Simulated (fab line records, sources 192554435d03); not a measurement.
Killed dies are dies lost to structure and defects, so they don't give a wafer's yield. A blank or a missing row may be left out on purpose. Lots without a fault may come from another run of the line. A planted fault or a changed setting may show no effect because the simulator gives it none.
fab line records | flow n5_finfet
record lots=5 wafers=15 last_day=16
route steps=1938 shown FIN_SAQP@127 BEOL_M4@1111 PASSIVATION@1936
lots that met no fault: from a run of the same line without faults
start_h: hours from the record's first day to the start of the lot's first wafer shown | wait_h: hours since the lot's step before | " the same as in the row above | L1.1+2: a row that stands for several wafers | - no value, or no start given | * or withheld: withheld | < > ~ a bound
route shown NAME@n: a module of which the file shows steps, and the number in the route of the first | usual: mean/standard deviation of fault-free wafers | same: alike in all rows | chamber/n: place in a boat | sites: the reading at each site | _std_site: their standard deviation | _edge_site: outer sites' mean less inner sites' | radius_mm: how far each site lies from the wafer's centre | mask NAME#n: copy n | behind: the tool/chamber that last shaped the wafer | hold: why the lot was held/for how many hours/how that ended | device: the transistor (n, p or np) that didn't switch | end of line: the same wafers' tests at the end of the route | a step without rows: its recipe alone | killed: dies lost to structure and defects at the first sort, not the wafer's yield | map: a wafer's dies, x killed, . not, _ none there
set.NAME: the setting as run; set.NAME@STEP: as run at that earlier step | model.NAME: the simulator's own value behind a step, which no gauge read
lots at some steps of the route; a table a step, a row a wafer
services: from which hour (start_h, from the record's first day; less than 0 if before it) a tool's chamber was out of use, for how many hours, and why
## steps
# step N5_FIN_SAQP_MANDREL1_REMOVE_56
# recipe chemistry=HBr/Cl2/O2 bt_time_s=10 target=a-Si stop_on=SiNx endpoint=OES-SiCl over_etch_frac=1 icp_w=600 bias_w=22 HBr_flow_sccm=150 Cl2_flow_sccm=80 O2_flow_sccm=5 pressure_mtorr=10
# step N5_FIN_SAQP_ETCH_57
# recipe chemistry=CH3F/O2 target=SiNx mask_material=SiO2 target_depth_a=325 time_s=46.4 pressure_mtorr=30 source_w=395 bias_w=73 Ar_flow_sccm=150 CH3F_flow_sccm=30 O2_flow_sccm=20 ion_energy_ev=120 ends=cleared
# step N5_FIN_SAQP_ETCH_65
# recipe chemistry=CF4 target=SiO2 target_depth_a=40 ion_energy_ev=350 time_s=4.4 pressure_mtorr=10 icp_w=800 bias_w=400 cf4_flow_sccm=80
# step N5_FIN_SAQP_MANDREL_ETCH_58
# recipe chemistry=HBr/Cl2 target=a-Si target_depth_a=450 bt_time_s=10 stop_on=SiNx mask_material=SiO2 over_etch_frac=0.8 time_s=27 pressure_mtorr=10 icp_w=800 bias_w=75 HBr_flow_sccm=150 Cl2_flow_sccm=80 ends=end_point
# step N5_FIN_SAQP_RECESS_63
# recipe chemistry=HF/NH3 target=SiO2 target_depth_a=180 afs_cycles=3 temp_c=30 sublimation_temp_c=180 sublimation_time_s=60
# step N5_FIN_SAQP_COAT_68
# recipe resist=SOC temp_c=250 time_s=60 spin_rpm=1500 resist_thk_nm=100
# step N5_FIN_SAQP_ETCH_69
# recipe chemistry=N2/H2 target=SOC target_depth_a=1500 stop_on=SiNx ion_energy_ev=100 bias_w=61 pressure_mtorr=30 source_w=850 n2_flow_sccm=200 h2_flow_sccm=200
# step N5_FIN_SAQP_ETCH_67
# recipe chemistry=CH3F/O2 target=SiNx target_depth_a=300 mask_material=SOC pressure_mtorr=30 source_w=395 bias_w=73 Ar_flow_sccm=150 CH3F_flow_sccm=30 O2_flow_sccm=20 ion_energy_ev=120
# step N5_FIN_SAQP_STRIP_70
# recipe chemistry=N2/H2 power_w=500 temp_c=40 pressure_mtorr=50 rf_frequency_hz=6e+07 overash_fraction=0.3 bias_power_w=28 h2_frac=0.5 n2_flow_sccm=300 h2_flow_sccm=300
# step N5_FIN_SAQP_RECESS_71
# recipe chemistry=HF/NH3 target=SiO2 target_depth_a=30 afs_cycles=1 temp_c=30 sublimation_temp_c=180 sublimation_time_s=60
# step N5_FIN_SAQP_SPACER2_ALD_28
# recipe material=SiO2 target_thk_a=81 temp_c=300 ald_precursor_family=BDEAS ald_co_reactant=O2-plasma pulse_time_s=1 purge_time_s=2 co_reactant_purge_time_s=2 pressure_torr=2
# step N5_FIN_SAQP_SPACER2_ETCHBACK_29
# recipe chemistry=CHF3/O2 mode=anisotropic_etchback target=SiO2 target_depth_a=122 time_s=6.1 pressure_mtorr=30 source_w=650 bias_w=170 Ar_flow_sccm=200 CHF3_flow_sccm=50 O2_flow_sccm=5 ion_energy_ev=200
# usual CHF3_flow_sccm=49.97/0.16 O2_flow_sccm=5.001/0.015 chamber_pressure_mTorr=30.000/0.028 drypump_motor_current_A=5.8/0.5 mfc_ar_sccm=200.0/0.63 oes_o_777_au=0.76/0.071 oes_product_au=0.76/0.074 rf_vpp_V=528/12 showerhead_plenum_p_Torr=2.39/0.083 throttle_valve_pct=18.88/0.22
# columns lot.wafer tool chamber start_h wait_h CHF3_flow_sccm O2_flow_sccm chamber_pressure_mTorr drypump_motor_current_A mfc_ar_sccm oes_o_777_au oes_product_au rf_hours_counter_h rf_vpp_V showerhead_plenum_p_Torr throttle_valve_pct model.SiO2_of_FIN_SAQP_SPACER2_ALD_28.thk_nm
L437.2 rie_diel-02 0 38.30 0.2 50.10 5.002 30.003 5.3 199.9 0.74 0.74 158 527 2.30 18.60 0
L437.3 " 1 " " 49.90 5.011 30.002 6.2 199.9 0.73 0.74 168 543 2.51 18.82 0
L437.5 " 1 " " 49.96 5.020 29.971 6.2 199.5 0.73 0.75 - 545 2.51 18.81 0
L443.1 rie_diel-02 1 73.61 0.2 - - - - - - - - - - - 8.2
L443.4 " 2 " " - - - - - - - - - - - 8
L443.5 " 0 " " - - - - - - - - - - - 8
L444.1 rie_diel-04 1 81.51 0.2 - - - - - - - - - - - 8.2
L444.3 " 0 " " - - - - - - - - - - - 8.2
L444.4 " 0 " " - - - - - - - - - - - 8.2
L445.2 rie_diel-04 3 85.96 0.2 - - - - - - - - - - - 8
L445.5 " 1 " " - - - - - - - - - - - 8
L445.6 " 0 " " - - - - - - - - - - - 8
L453.1 rie_diel-03 0 135.34 0.2 49.95 5.025 29.999 5.6 199.1 0.74 0.75 174 528 2.39 18.72 0
L453.5 " 2 " " 49.90 5.020 30.001 5.4 199.5 0.83 0.82 - 536 2.43 18.63 0
L453.6 " 1 " " 49.94 5.001 30.013 5.3 200.2 0.86 0.85 - 525 2.43 18.52 0
# step N5_FIN_SAQP_MANDREL2_REMOVE_60
# recipe chemistry=HBr/Cl2/O2 bt_time_s=10 target=a-Si stop_on=SiNx endpoint=OES-SiCl over_etch_frac=1 icp_w=600 bias_w=22 HBr_flow_sccm=150 Cl2_flow_sccm=80 O2_flow_sccm=5 pressure_mtorr=10
# usual chamber_pressure_mTorr=10.000/0.01 drypump_motor_current_A=5.9/0.4 oes_o_777_au=0.99/0.046 oes_product_au=0.998/0.019 throttle_valve_pct=36.7/0.35
# columns lot.wafer tool chamber start_h wait_h chamber_pressure_mTorr drypump_motor_current_A oes_o_777_au oes_product_au rf_hours_counter_h throttle_valve_pct
L437.2 rie_si-02 1 38.38 0.1 10.013 5.8 0.94 0.989 16 36.0
L437.3 " 0 " " 10.012 6.6 0.95 0.999 111 37.1
L437.5 " 3 " " 10.014 6.2 0.97 0.969 - 36.6
L443.1 rie_si-02 2 73.70 0.1 9.995 5.4 1.04 0.385 53 36.9
L443.4 " 3 " " 9.988 6.2 0.98 0.370 63 36.6
L443.5 " 2 " " 9.989 5.4 1.04 0.384 - 36.9
L444.1 rie_si-02 1 81.60 0.1 9.991 5.8 0.94 0.363 16 36.0
L444.3 " 2 " " 10.010 5.4 1.05 0.383 53 36.9
L444.4 " 0 " " 10.006 6.6 0.95 0.370 112 37.1
L445.2 rie_si-02 1 86.04 0.1 10.013 5.7 0.94 0.372 16 36.0
L445.5 " 0 " " 10.007 6.6 0.95 0.378 - 37.1
L445.6 " 3 " " 10.001 6.2 0.98 0.364 - 36.6
L453.1 rie_si-03 1 135.43 0.1 10.019 5.8 0.97 0.994 184 36.5
L453.5 " 0 " " 10.006 5.5 1.04 1.009 - 36.6
L453.6 " 3 " " 10.010 5.5 1.07 1.019 - 36.9
# step N5_FIN_SAQP_CD_MEAS_31
# recipe target_cd_nm=8 landing_energy_ev=1000 detector=se_inlens polarity=line
# usual cd_nm=8.07/0.21
# same landing_energy_ev=1000
# columns lot.wafer tool chamber start_h wait_h cd_nm
L437.2 cd_sem-02 0 38.50 0.1 7.85
L437.3 " 0 " " 8.06
L437.5 " 0 " " 7.98
L443.1 cd_sem-03 0 73.81 0.1 -
L443.4 " 0 " " -
L443.5 " 0 " " -
L444.1 cd_sem-03 0 81.71 0.1 -
L444.3 " 0 " " -
L444.4 " 0 " " -
L445.2 cd_sem-03 0 86.15 0.1 -
L445.5 " 0 " " -
L445.6 " 0 " " -
L453.1 cd_sem-03 0 135.54 0.1 7.89
L453.5 " 0 " " 8.03
L453.6 " 0 " " 7.78
# step N5_FIN_SAQP_HM_OPEN_33
# recipe chemistry=CH3F/O2 target=SiNx mask_material=SiO2 target_depth_a=494 time_s=70.6 pressure_mtorr=30 source_w=395 bias_w=73 Ar_flow_sccm=150 CH3F_flow_sccm=30 O2_flow_sccm=20 ion_energy_ev=120 ends=cleared
# usual chamber_pressure_mTorr=30.004/0.028 drypump_motor_current_A=5.8/0.48 etch_rf_on_time_s=69.0/1.4 mfc_ar_sccm=150.0/0.46 oes_o_777_au=0.75/0.069 oes_product_au=0.65/0.063 rf_vpp_V=299/7 showerhead_plenum_p_Torr=1.98/0.069 throttle_valve_pct=16.35/0.24
# columns lot.wafer tool chamber start_h wait_h chamber_pressure_mTorr drypump_motor_current_A etch_rf_on_time_s mfc_ar_sccm oes_o_777_au oes_product_au rf_hours_counter_h rf_vpp_V showerhead_plenum_p_Torr throttle_valve_pct
L437.2 rie_diel-04 0 38.54 0.0 30.055 6.7 67.1 149.3 0.70 0.60 212 304 1.90 16.67
L437.3 " 3 " " 30.020 6.4 67.3 150.7 0.67 0.59 246 306 2.07 16.82
L437.5 " 1 " " 29.999 6.3 66.6 149.3 0.72 0.61 - 289 1.98 16.27
L443.1 rie_diel-04 1 74.24 0.4 30.035 6.3 176.5 149.9 0.71 0.27 214 290 1.98 16.24
L443.4 " 2 " " 30.063 5.6 176.5 150.3 0.70 0.29 - 299 1.90 16.39
L443.5 " 0 " " 29.994 6.7 176.5 150.3 0.69 0.26 - 305 1.90 16.63
L444.1 rie_diel-04 2 81.76 0.0 29.963 5.6 176.5 150.4 0.70 0.27 190 300 1.90 16.40
L444.3 " 0 " " 30.040 6.7 176.5 149.6 0.68 0.27 220 305 1.90 16.65
L444.4 " 2 " " 30.018 5.6 176.5 150.7 0.71 0.27 - 298 1.90 16.41
L445.2 rie_diel-03 2 86.20 0.0 30.026 5.4 176.5 150.2 0.83 0.32 62 305 2.03 16.02
L445.5 " 0 " " 30.008 5.6 176.5 149.9 0.76 0.29 - 299 1.99 16.09
L445.6 " 3 " " 30.082 5.7 176.5 149.1 0.72 0.27 - 282 1.90 16.58
L453.1 rie_diel-02 3 135.66 0.1 30.012 5.6 64.6 150.2 0.77 0.64 160 301 2.01 16.37
L453.5 " 1 " " 30.015 6.2 67.2 149.6 0.69 0.62 - 308 2.08 16.36
L453.6 " 2 " " 29.985 5.3 70.6 150.0 0.72 0.61 - 297 2.07 16.68
# step N5_FIN_SAQP_ETCH_34
# recipe chemistry=C4F6/O2 target=SiO2 target_depth_a=450 time_s=15 ion_energy_ev=250 pressure_mtorr=30 source_w=345 bias_w=185 Ar_flow_sccm=300 C4F6_flow_sccm=10 O2_flow_sccm=10 ends=cleared
# step N5_BEOL_M4_RC_MEAS_101
# usual DIBL_N=35.8/1.6 DIBL_P=36.0/1.9 IOFF_N=0.151/0.029 IOFF_P=0.21/0.037 ION_N=673/12 ION_P=463/7.3 SS_N=71.5/0.58 SS_P=73.2/0.61 VT_N=251/3.3 VT_P=-250/3.3
# columns lot.wafer tool chamber start_h wait_h DIBL_N[mV/V] DIBL_P[mV/V] IOFF_N[nA/um] IOFF_P[nA/um] ION_N[uA/um] ION_P[uA/um] SS_N[mV/dec] SS_P[mV/dec] VT_N[mV] VT_P[mV]
L437.2 prober-01 0 186.86 0.2 37.0 37.5 0.157 0.21 682 468 70.7 73.4 253 -249
L437.3 " 0 " " 34.7 34.5 0.109 0.17 650 454 70.7 71.9 257 -252
L437.5 " 0 " " 37.1 37.3 0.151 0.21 672 455 71.0 73.5 251 -248
L453.1 prober-01 0 280.84 0.0 35.6 35.9 0.150 0.20 673 459 71.4 73.4 247 -251
L453.5 " 0 " " 33.0 32.2 0.112 0.15 672 461 70.1 73.0 255 -255
L453.6 " 0 " " 36.4 37.1 0.163 0.23 672 466 71.8 74.1 249 -249
# step N5_PASSIVATION_PROBE_49
# usual killed_at_M0_to_M3=37/12 killed_at_M4_up=14/5.3 killed_at_contacts=12/6.2 killed_at_front_end=41/11 killed_at_other=3.7/2.9 killed_dies=107/17 killed_on_rim=14/4.4 killed_open=71/12 killed_short=34/7.9
# same gross_dies=1180 killed_at_back_side=0
# columns lot.wafer tool chamber start_h wait_h killed_at_M0_to_M3 killed_at_M4_up killed_at_contacts killed_at_front_end killed_at_other killed_dies killed_on_rim killed_open killed_short
L437.2 prober-01 - 286.12 0.1 74 7 11 37 4 133 22 93 38
L437.3 prober-01 - 286.17 0.1 27 14 16 45 5 107 14 83 23
L437.5 prober-01 - 286.27 0.2 40 22 14 36 3 115 13 82 33
L444.1 prober-02 - 317.43 0.0 34 12 14 1119 1 1180 152 75 24
L444.3 prober-02 - 317.53 0.1 58 8 16 1095 3 1180 152 81 35
L444.4 prober-02 - 317.58 0.2 35 7 6 1129 3 1180 152 58 24
L443.1 prober-02 - 325.04 0.0 21 13 12 1126 8 1180 152 55 30
L443.4 prober-02 - 325.19 0.2 36 13 18 1111 2 1180 152 73 42
L443.5 prober-02 - 325.24 0.2 49 9 8 1109 5 1180 152 73 46
L445.2 prober-02 - 341.87 0.1 27 15 6 1131 1 1180 152 55 24
L445.5 prober-02 - 342.02 0.2 24 16 11 1125 4 1180 152 69 30
L445.6 prober-02 - 342.07 0.3 17 10 8 1139 6 1180 152 48 45
L453.1 prober-01 - 389.39 0.0 32 16 18 36 6 108 14 72 36
L453.5 prober-01 - 389.59 0.2 32 10 19 46 8 115 18 79 35
L453.6 prober-01 - 389.64 0.3 54 10 27 49 4 144 14 83 61
# killed by level:class
L437.2 BEOL_M3:geometric_particle:open=18 BEOL_M2:geometric_particle:open=14 BEOL_M0_SAQP:geometric_particle:short=13 STI_FIN_REVEAL:geometric_particle:open=11 BEOL_M1:geometric_particle:open=11 MOL_CONTACT_COAG:geometric_particle:open=10 FIN_SAQP:geometric_particle:open=7 BEOL_M0_SAQP:geometric_particle:open=5
L437.3 STI_FIN_REVEAL:geometric_particle:open=15 MOL_CONTACT_COAG:geometric_particle:open=12 BEOL_M0_SAQP:geometric_particle:open=8 FIN_SAQP:geometric_particle:open=7 FIN_SAQP:geometric_particle:short=6 BEOL_M3:geometric_particle:open=6 STARTING-WAFER:geometric_particle:open=5 MOL_CONTACT_COAG:geometric_particle:short=4
L437.5 MOL_CONTACT_COAG:geometric_particle:open=12 BEOL_M4:geometric_particle:open=12 STI_FIN_REVEAL:geometric_particle:open=10 BEOL_M3:geometric_particle:open=8 FIN_SAQP:geometric_particle:open=7 BEOL_M1:geometric_particle:open=7 BEOL_M0_SAQP:geometric_particle:short=7 FIN_SAQP:geometric_particle:short=6
L444.1 FIN_SAQP:area_etchback=1080 STI_FIN_REVEAL:geometric_particle:open=11 MOL_CONTACT_COAG:geometric_particle:open=10 DUMMY_GATE:geometric_particle:open=10 BEOL_M3:geometric_particle:open=8 BEOL_M0_SAQP:geometric_particle:short=6 BEOL_M1:geometric_particle:open=6 FIN_SAQP:geometric_particle:open=5
L444.3 FIN_SAQP:area_etchback=1062 BEOL_M3:geometric_particle:open=14 MOL_CONTACT_COAG:geometric_particle:open=10 BEOL_M1:geometric_particle:open=10 BEOL_M2:geometric_particle:open=10 STI_FIN_REVEAL:geometric_particle:open=8 BEOL_M0_SAQP:geometric_particle:open=7 DUMMY_GATE:geometric_particle:open=6
L444.4 FIN_SAQP:area_etchback=1098 BEOL_M1:geometric_particle:open=9 DUMMY_GATE:geometric_particle:open=7 BEOL_M0_SAQP:geometric_particle:short=6 GATE_CUT:geometric_particle:short=5 BEOL_M0_SAQP:geometric_particle:open=5 BEOL_M2:geometric_particle:open=5 BEOL_M3:geometric_particle:open=5
L443.1 FIN_SAQP:area_etchback=1095 MOL_CONTACT_COAG:geometric_particle:open=9 BEOL_M2:geometric_particle:open=8 DUMMY_GATE:geometric_particle:open=7 STI_FIN_REVEAL:geometric_particle:open=5 FIN_SAQP:geometric_particle:open=4 ILD0:geometric_particle:short=4 BEOL_M0_SAQP:geometric_particle:short=4
L443.4 FIN_SAQP:area_etchback=1063 FIN_SAQP:geometric_particle:short=17 MOL_CONTACT_COAG:geometric_particle:open=16 BEOL_M0_SAQP:geometric_particle:short=13 BEOL_M2:geometric_particle:open=12 FIN_SAQP:geometric_particle:open=10 DUMMY_GATE:geometric_particle:open=7 STI_FIN_REVEAL:geometric_particle:open=6
L443.5 FIN_SAQP:area_etchback=1061 BEOL_M0_SAQP:geometric_particle:open=17 BEOL_M0_SAQP:geometric_particle:short=16 FIN_SAQP:geometric_particle:short=13 FIN_SAQP:geometric_particle:open=9 DUMMY_GATE:geometric_particle:open=8 STI_FIN_REVEAL:geometric_particle:open=7 MOL_CONTACT_COAG:geometric_particle:open=7
L445.2 FIN_SAQP:area_etchback=1100 BEOL_M0_SAQP:geometric_particle:open=10 BEOL_M4:geometric_particle:open=7 FIN_SAQP:geometric_particle:short=6 BEOL_M3:geometric_particle:open=6 GATE_CUT:geometric_particle:open=5 STI_FIN_REVEAL:geometric_particle:open=4 GATE_CUT:geometric_particle:short=4
L445.5 FIN_SAQP:area_etchback=1081 GATE_CUT:geometric_particle:open=11 MOL_CONTACT_COAG:geometric_particle:open=11 STI_FIN_REVEAL:geometric_particle:open=9 GATE_CUT:geometric_particle:short=9 FIN_SAQP:geometric_particle:short=6 BEOL_M1:geometric_particle:open=5 BEOL_M0_SAQP:geometric_particle:short=4
L445.6 FIN_SAQP:area_etchback=1087 GATE_CUT:geometric_particle:short=11 FIN_SAQP:geometric_particle:short=9 FIN_SAQP:geometric_particle:open=8 GATE_CUT:geometric_particle:open=7 STI_FIN_REVEAL:geometric_particle:open=5 MOL_CONTACT_COAG:geometric_particle:open=5 DUMMY_GATE:geometric_particle:open=4
L453.1 MOL_CONTACT_COAG:geometric_particle:open=13 BEOL_M0_SAQP:geometric_particle:short=10 STI_FIN_REVEAL:geometric_particle:open=9 FIN_SAQP:geometric_particle:open=7 BEOL_M0_SAQP:geometric_particle:open=7 DUMMY_GATE:geometric_particle:open=6 BEOL_M1:geometric_particle:open=6 MOL_CONTACT_COAG:geometric_particle:short=5
L453.5 MOL_CONTACT_COAG:geometric_particle:open=17 FIN_SAQP:geometric_particle:open=14 BEOL_M0_SAQP:geometric_particle:open=11 BEOL_M1:geometric_particle:open=10 DUMMY_GATE:geometric_particle:open=9 FIN_SAQP:geometric_particle:short=8 BEOL_M0_SAQP:geometric_particle:short=7 PASS1_CAP:geometric_particle:short=5
L453.6 MOL_CONTACT_COAG:geometric_particle:open=24 BEOL_M0_SAQP:geometric_particle:short=14 BEOL_M3:geometric_particle:short=11 GATE_CUT:geometric_particle:short=9 BEOL_M1:geometric_particle:open=9 FIN_SAQP:geometric_particle:open=7 BEOL_M1:geometric_particle:short=7 GATE_CUT:geometric_particle:open=6
# map L443.1 (x killed, . not)
_________________xxxxxxxxxxxx________________
______________xxxxxxxxxxxxxxxxxx_____________
___________xxxxxxxxxxxxxxxxxxxxxxxx__________
__________xxxxxxxxxxxxxxxxxxxxxxxxxx_________
________xxxxxxxxxxxxxxxxxxxxxxxxxxxxxx_______
_______xxxxxxxxxxxxxxxxxxxxxxxxxxxxxxxx______
______xxxxxxxxxxxxxxxxxxxxxxxxxxxxxxxxxx_____
_____xxxxxxxxxxxxxxxxxxxxxxxxxxxxxxxxxxxx____
____xxxxxxxxxxxxxxxxxxxxxxxxxxxxxxxxxxxxxx___
___xxxxxxxxxxxxxxxxxxxxxxxxxxxxxxxxxxxxxxxx__
___xxxxxxxxxxxxxxxxxxxxxxxxxxxxxxxxxxxxxxxx__
__xxxxxxxxxxxxxxxxxxxxxxxxxxxxxxxxxxxxxxxxxx_
__xxxxxxxxxxxxxxxxxxxxxxxxxxxxxxxxxxxxxxxxxx_
_xxxxxxxxxxxxxxxxxxxxxxxxxxxxxxxxxxxxxxxxxxxx
_xxxxxxxxxxxxxxxxxxxxxxxxxxxxxxxxxxxxxxxxxxxx
_xxxxxxxxxxxxxxxxxxxxxxxxxxxxxxxxxxxxxxxxxxxx
_xxxxxxxxxxxxxxxxxxxxxxxxxxxxxxxxxxxxxxxxxxxx
_xxxxxxxxxxxxxxxxxxxxxxxxxxxxxxxxxxxxxxxxxxxx
_xxxxxxxxxxxxxxxxxxxxxxxxxxxxxxxxxxxxxxxxxxxx
_xxxxxxxxxxxxxxxxxxxxxxxxxxxxxxxxxxxxxxxxxxxx
_xxxxxxxxxxxxxxxxxxxxxxxxxxxxxxxxxxxxxxxxxxxx
__xxxxxxxxxxxxxxxxxxxxxxxxxxxxxxxxxxxxxxxxxx_
__xxxxxxxxxxxxxxxxxxxxxxxxxxxxxxxxxxxxxxxxxx_
___xxxxxxxxxxxxxxxxxxxxxxxxxxxxxxxxxxxxxxxx__
___xxxxxxxxxxxxxxxxxxxxxxxxxxxxxxxxxxxxxxxx__
____xxxxxxxxxxxxxxxxxxxxxxxxxxxxxxxxxxxxxx___
_____xxxxxxxxxxxxxxxxxxxxxxxxxxxxxxxxxxxx____
______xxxxxxxxxxxxxxxxxxxxxxxxxxxxxxxxxx_____
_______xxxxxxxxxxxxxxxxxxxxxxxxxxxxxxxx______
________xxxxxxxxxxxxxxxxxxxxxxxxxxxxxx_______
__________xxxxxxxxxxxxxxxxxxxxxxxxxx_________
___________xxxxxxxxxxxxxxxxxxxxxxxx__________
______________xxxxxxxxxxxxxxxxxx_____________
_________________xxxxxxxxxxxx________________
# map L444.1 (x killed, . not)
_________________xxxxxxxxxxxx________________
______________xxxxxxxxxxxxxxxxxx_____________
___________xxxxxxxxxxxxxxxxxxxxxxxx__________
__________xxxxxxxxxxxxxxxxxxxxxxxxxx_________
________xxxxxxxxxxxxxxxxxxxxxxxxxxxxxx_______
_______xxxxxxxxxxxxxxxxxxxxxxxxxxxxxxxx______
______xxxxxxxxxxxxxxxxxxxxxxxxxxxxxxxxxx_____
_____xxxxxxxxxxxxxxxxxxxxxxxxxxxxxxxxxxxx____
____xxxxxxxxxxxxxxxxxxxxxxxxxxxxxxxxxxxxxx___
___xxxxxxxxxxxxxxxxxxxxxxxxxxxxxxxxxxxxxxxx__
___xxxxxxxxxxxxxxxxxxxxxxxxxxxxxxxxxxxxxxxx__
__xxxxxxxxxxxxxxxxxxxxxxxxxxxxxxxxxxxxxxxxxx_
__xxxxxxxxxxxxxxxxxxxxxxxxxxxxxxxxxxxxxxxxxx_
_xxxxxxxxxxxxxxxxxxxxxxxxxxxxxxxxxxxxxxxxxxxx
_xxxxxxxxxxxxxxxxxxxxxxxxxxxxxxxxxxxxxxxxxxxx
_xxxxxxxxxxxxxxxxxxxxxxxxxxxxxxxxxxxxxxxxxxxx
_xxxxxxxxxxxxxxxxxxxxxxxxxxxxxxxxxxxxxxxxxxxx
_xxxxxxxxxxxxxxxxxxxxxxxxxxxxxxxxxxxxxxxxxxxx
_xxxxxxxxxxxxxxxxxxxxxxxxxxxxxxxxxxxxxxxxxxxx
_xxxxxxxxxxxxxxxxxxxxxxxxxxxxxxxxxxxxxxxxxxxx
_xxxxxxxxxxxxxxxxxxxxxxxxxxxxxxxxxxxxxxxxxxxx
__xxxxxxxxxxxxxxxxxxxxxxxxxxxxxxxxxxxxxxxxxx_
__xxxxxxxxxxxxxxxxxxxxxxxxxxxxxxxxxxxxxxxxxx_
___xxxxxxxxxxxxxxxxxxxxxxxxxxxxxxxxxxxxxxxx__
___xxxxxxxxxxxxxxxxxxxxxxxxxxxxxxxxxxxxxxxx__
____xxxxxxxxxxxxxxxxxxxxxxxxxxxxxxxxxxxxxx___
_____xxxxxxxxxxxxxxxxxxxxxxxxxxxxxxxxxxxx____
______xxxxxxxxxxxxxxxxxxxxxxxxxxxxxxxxxx_____
_______xxxxxxxxxxxxxxxxxxxxxxxxxxxxxxxx______
________xxxxxxxxxxxxxxxxxxxxxxxxxxxxxx_______
__________xxxxxxxxxxxxxxxxxxxxxxxxxx_________
___________xxxxxxxxxxxxxxxxxxxxxxxx__________
______________xxxxxxxxxxxxxxxxxx_____________
_________________xxxxxxxxxxxx________________
## services
# columns tool chamber start_h hours kind
rie_si-02 2 25.78 1.9 repair
rie_diel-02 - 35.30 0.6 repair
rie_diel-04 0 42.81 21.2 repair
rie_diel-04 3 64.18 - clean
rie_diel-04 3 64.18 - consumable_replace:focus_ring
rie_diel-04 3 64.18 21.7 scheduled_down
rie_diel-04 3 64.18 21.7 vent_cycle
rie_diel-03 0 64.56 13.4 repair
rie_diel-02 0 79.64 8.6 repair
rie_diel-02 1 79.64 3.7 repair
## key
first_sign step=N5_FIN_SAQP_SPACER2_ETCHBACK_29 reading=tool_record direction=missing
effect step=N5_FIN_SAQP_MANDREL2_REMOVE_60 reading=oes_product_au direction=down sigmas=34 usual=0.998 struck=0.374
effect step=N5_FIN_SAQP_CD_MEAS_31 reading=cd_nm direction=missing
effect step=N5_FIN_SAQP_HM_OPEN_33 reading=etch_rf_on_time_s direction=up sigmas=77 usual=* struck=*
effect step=N5_PASSIVATION_PROBE_49 reading=killed_at_front_end direction=up sigmas=99+ usual=41 struck=1120
model_effect step=N5_FIN_SAQP_SPACER2_ETCHBACK_29 value=SiO2_of_FIN_SAQP_SPACER2_ALD_28.thk_nm without=0 struck=8.089
more_kills_born_at N5_FIN_SAQP_SPACER2_ETCHBACK_29@rie_diel-04=6508 N5_FIN_SAQP_SPACER2_ETCHBACK_29@rie_diel-02=3217
met_at N5_FIN_SAQP_SPACER2_ETCHBACK_29
struck_wafers L443.1,L443.4,L443.5,L444.1,L444.3,L444.4,L445.2,L445.5,L445.6
later_rows_left_out L443.1,L443.4,L443.5,L444.1,L444.3,L444.4,L445.2,L445.5,L445.6
tester_left_out L443,L444,L445
onset_between 38.30 73.61
fault kind=skipped_step_whole tool=rie_diel-02,rie_diel-04 chamber=- onset_h=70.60 steps=N5_FIN_SAQP_SPACER2_ETCHBACK_29 scope=struck_lots_only
# tester_left_out: of these lots the tester's yield and bins aren't shown, on N5 and GAA mostly nor the transistor test; their killed dies are dies lost to structure and defects alone, not to doping, threshold or leakage, so they don't give the yield
# later_rows_left_out: the simulator's readings of these wafers behind a module that went badly wrong aren't trusted and aren't shown, but for the sort
